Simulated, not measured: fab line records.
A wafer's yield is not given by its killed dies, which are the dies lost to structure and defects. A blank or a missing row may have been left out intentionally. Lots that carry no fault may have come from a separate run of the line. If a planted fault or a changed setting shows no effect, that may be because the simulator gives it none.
fab line records | flow nandHarc
[record] lots = 5 wafers = 15 lastDay = 32
route steps=1302 shown P_GATE@155
lots with no fault: from the same line, run without faults
startH: start of the lot's first displayed wafer, in hours after the record's first day | waitH: how many hours have passed since the lot's step before this one | " identical to the entry in the row above | L1.1+2: a row that stands for several wafers | - no value present, or no start provided | * or withheld: withheld | < > ~ a bound
route shown NAME@n: names a module that has steps shown in the file, with the first one's number in the route | usual: the fault-free wafers' mean and standard deviation | same: alike in all rows | chamber/n: place in a boat | sites: each site's reading | _std_site: standard deviation across them | _edge_site: outer sites' mean less inner sites' | radiusMm: how far each site lies from the wafer's centre | mask NAME#n: copy n | behind: tool/chamber where the wafer was last shaped | hold: why the lot went on hold/how many hours it stayed there/how the hold came to an end | device: names the non-switching transistor (n, p or np) | end of line: tests run on the same wafers once the route is complete | a step with no rows: only its recipe | killed: dies that structure and defects cost at the first sort, which is not the same as the wafer's yield | map: per-die view of a wafer (x killed, . not killed, _ where there is no die)
set.NAME: the run value of the setting; set.NAME@STEP: its run value at that earlier step | model.NAME: the simulator's own value behind a step, which no gauge read
lots at some steps of the route; a table a step, a row a wafer
services: when a tool's chamber went out of use (startH, in hours from the record's first day, below 0 if earlier), for how many hours, and the reason
[[steps]]
[step NHARC_P_GATE_ALD_36]
[recipe] targetThkA = 200 pulseTimeS = 60 aldCycles = 223 tempC = 400 material = SiNx
[usual] heaterPowerW = 826/61 precursorPulseHeightRel = 1.004/0.02
// columns lot.wafer tool chamber startH waitH heaterPowerW precursorPulseHeightRel
L853.3 aldSin-04 3 109.86 - 827 0.974
L853.5 " 3 114.04 - 812 0.986
L853.6 " 0 115.08 - 787 1.000
L856.2 aldSin-04 1 135.77 - 956 0.999
L856.3 " 0 138.97 - 789 1.018
L856.6 " 1 140.04 - 958 1.019
L862.1 aldSin-04 3 201.77 - 840 0.992
L862.3 " 0 202.83 - 820 0.985
L862.5 " 2 204.93 - 815 0.961
L868.1 aldSin-02 2 267.50 - 939 1.048
L868.4 " 3 268.56 - 821 1.002
L868.5 " 1 270.68 - 804 0.996
L872.2 aldSin-03 0 304.53 - 787 0.963
L872.1 " 2 306.63 - 844 1.000
L872.6 " 3 307.68 - 768 1.023
[step NHARC_P_GATE_ETCHBACK_37]
[recipe] targetDepthA = 345 timeS = 17.2 chf3FlowSccm = 50 o2FlowSccm = 10 arFlowSccm = 200 rfW = 500 biasW = 200 chemistry = CHF3/O2
[usual] chf3FlowSccm = 50.02/0.15 drypumpMotorCurrentA = 5.8/0.48 oesProductAu = 0.94/0.03 rfVppV = 370.8/2.2 showerheadPlenumPTorr = 2.41/0.093 throttleValvePct = 20.573/0.0092
// columns lot.wafer tool chamber startH waitH chf3FlowSccm drypumpMotorCurrentA oesProductAu rfHoursCounterH rfVppV showerheadPlenumPTorr throttleValvePct
L853.3 rieDiel-10 1 - - 50.14 6.3 1.00 2 371.2 2.44 20.573
L853.5 " 2 " " 49.76 6.4 0.99 - 368.7 2.30 20.576
L853.6 " 3 " " 49.99 5.1 0.99 - 373.2 2.57 20.561
L856.2 rieDiel-13 3 - - 50.22 5.1 0.94 10 369.4 2.32 20.565
L856.3 " 0 " " 49.92 5.9 0.92 10 372.0 2.40 20.575
L856.6 " 0 " " 50.34 5.9 0.92 - 371.0 2.40 20.572
L862.1 rieDiel-10 1 - - 50.14 6.3 0.97 7 372.5 2.44 20.551
L862.3 " 0 " " 50.03 5.4 0.93 7 368.2 2.40 20.563
L862.5 " 1 " " 50.17 6.3 0.96 - 371.7 2.44 20.581
L868.4 rieDiel-10 3 - - 49.81 5.1 1.00 1 375.1 2.57 20.579
L868.1 " 0 " " 50.05 5.4 0.99 2 369.2 2.40 20.573
L868.5 " 3 " " 49.92 5.1 1.00 - 374.6 2.57 20.570
L872.2 rieDiel-13 1 - - 50.12 5.8 0.95 9 372.9 2.52 20.569
L872.1 " 2 " " 50.08 6.2 0.96 10 372.8 2.50 20.578
L872.6 " 1 " " 50.00 5.8 0.94 - 374.2 2.52 20.576
[step NHARC_P_GATE_STRIP_101]
[recipe] timeS = 20 o2FlowSccm = 500 arFlowSccm = 0 biasW = 0 chemistry = O2
[usual] drypumpMotorCurrentA = 5.9/0.47 oesProductAu = 1.000/0.0066 rfVppV = 58.0/0.82 showerheadPlenumPTorr = 3.53/0.13 throttleValvePct = 17.038/0.0096
// columns lot.wafer tool chamber startH waitH drypumpMotorCurrentA oesProductAu rfHoursCounterH rfVppV showerheadPlenumPTorr throttleValvePct
L853.3 rieDiel-10 2 119.40 0.1 6.4 0.997 2 56.9 3.39 17.048
L853.5 " 1 " " 6.3 1.008 - 59.1 3.59 17.039
L853.6 " 2 " " 6.5 0.997 - 57.5 3.39 17.045
L856.2 rieDiel-13 0 145.47 0.1 5.9 1.003 10 57.7 3.53 17.010
L856.3 " 1 " " 5.8 0.999 9 58.4 3.71 17.035
L856.6 " 3 " " 5.2 1.005 - 57.5 3.42 17.052
L862.3 rieDiel-10 2 209.27 0.1 6.4 0.999 7 57.9 3.38 17.051
L862.1 " 0 " " 5.4 0.993 7 59.0 3.53 17.050
L862.5 " 2 " " 6.5 1.002 - 58.4 3.38 17.050
L868.4 rieDiel-10 1 275.01 0.1 6.3 1.000 2 58.4 3.58 17.023
L868.1 " 3 " " 5.1 1.006 1 59.7 3.77 17.025
L868.5 " 1 " " 6.3 1.010 - 58.5 3.58 17.039
L872.1 rieDiel-13 3 313.04 0.1 5.1 0.997 9 58.5 3.41 17.033
L872.2 " 2 " " 6.3 1.000 10 58.8 3.67 17.051
L872.6 " 0 " " 5.9 0.996 - 58.2 3.52 17.036
[step NHARC_P_GATE_PRECLEAN_97]
[recipe] timeS = 600 tempC = 120 chemistry = SPM
[step NHARC_P_GATE_SRD_98]
[step NHARC_P_GATE_PRECLEAN_99]
[recipe] timeS = * tempC = 50 bathAgeMin = 0 chemistry = SC1
[step NHARC_P_GATE_SRD_100]
[step NHARC_P_GATE_DEHYDRATE_38]
[recipe] tempC = 150 timeS = 120
[step NHARC_P_GATE_HMDS_39]
[recipe] timeS = 30
[step NHARC_P_GATE_COAT_40]
[recipe] spinRpm = 3000
[step NHARC_P_GATE_SOFTBAKE_41]
[recipe] tempC = 122 timeS = 95
[step NHARC_P_GATE_EBR_42]
[step NHARC_P_GATE_EXPOSE_43]
[recipe] na = 0.6 targetCdNm = 720 doseMj = 14.81 maskId = P_NSD
// columns lot.wafer tool chamber startH waitH mask
L853.3+5+6 krfScanner-03 0 120.05 - P_NSD#0
L856.2+3+6 krfScanner-04 0 146.12 - P_NSD#0
L862.1+3+5 krfScanner-04 0 210.13 - P_NSD#0
L868.1+4+5 krfScanner-03 0 275.64 - P_HVPW#0
L872.1+2+6 krfScanner-03 0 313.82 - P_NSD#0
[step NHARC_P_GATE_PEB_44]
[recipe] pebTempC = 118 pebTimeS = 85
[step NHARC_P_GATE_DEVELOP_45]
[recipe] timeS = 70
[step NHARC_P_GATE_CD_MEAS_46]
[recipe] targetCdNm = 720 landingEnergyEv = 500
[usual] cdNm = 719.8/1.2
// columns lot.wafer tool chamber startH waitH cdNm
L853.3 cdSem-01 0 120.21 - 722.9
L853.5 " 0 " " 721.6
L853.6 " 0 " " 721.0
L856.2 cdSem-01 0 146.27 - 717.8
L856.3 " 0 " " 715.7
L856.6 " 0 " " 717.5
L862.1 cdSem-03 0 210.29 - 719.7
L862.3 " 0 " " 720.4
L862.5 " 0 " " 721.3
L868.1 cdSem-03 0 275.80 - -
L868.4 " 0 " " -
L868.5 " 0 " " -
L872.1 cdSem-02 0 313.98 - 719.6
L872.2 " 0 " " 720.1
L872.6 " 0 " " 721.1
[step NHARC_P_GATE_HARDBAKE_47]
[recipe] tempC = 125 timeS = 80
[[services]]
// columns tool chamber startH hours kind
rieDiel-10 3 95.16 5.2 repair
rieDiel-10 3 105.21 7.2 repair
krfScanner-03 - 106.41 0.5 repair
aldSin-02 1 114.33 6.8 repair
rieDiel-13 2 114.81 2.6 repair
aldSin-02 - 118.00 10.0 pm
aldSin-03 - 122.71 0.8 repair
krfScanner-03 - 129.02 0.5 repair
rieDiel-10 3 140.09 128.0 repair
rieDiel-13 2 142.30 4.0 repair
aldSin-02 3 146.31 2.3 repair
krfScanner-03 - 147.03 11.7 repair
rieDiel-13 - 165.04 9.0 pm
aldSin-03 1 169.22 2.4 repair
aldSin-03 - 170.00 10.0 pm
krfScanner-04 - 176.44 2.4 repair
krfScanner-04 - 182.00 4.0 pm
aldSin-03 0 184.83 4.8 repair
rieDiel-10 1 196.41 7.7 repair
krfScanner-03 - 213.61 2.0 repair
krfScanner-03 - 224.00 4.0 pm
aldSin-02 3 229.15 7.9 repair
rieDiel-10 - 243.62 9.0 pm
aldSin-04 - 260.67 10.0 pm
[[key]]
[firstSign] step = NHARC_P_GATE_EXPOSE_43 reading = mask direction = changed
[effect] step = NHARC_P_GATE_CD_MEAS_46 reading = cdNm direction = missing
metAt NHARC_P_GATE_EXPOSE_43
struckWafers L868.1,L868.4,L868.5
laterRowsLeftOut L868.1,L868.4,L868.5
sortLeftOut L868.1,L868.4,L868.5
testerLeftOut L868
onsetBetween 120.05 275.64
[fault] kind = wrongMask tool = any chamber = - onsetH = 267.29 steps = NHARC_P_GATE_EXPOSE_43 auxCopy = P_HVPW#0 scope = struckLotsOnly
// testerLeftOut: of these lots the tester's yield and bins aren't shown, on N5 and GAA mostly nor the transistor test; their killed dies are dies lost to structure and defects alone, not to doping, threshold or leakage, so they don't give the yield
// sortLeftOut: the simulated sort isn't trusted on such a fault, so these wafers' sort isn't shown, and their yield isn't known
// laterRowsLeftOut: the simulator's readings of these wafers behind a module that went badly wrong aren't trusted and aren't shown, but for the sort
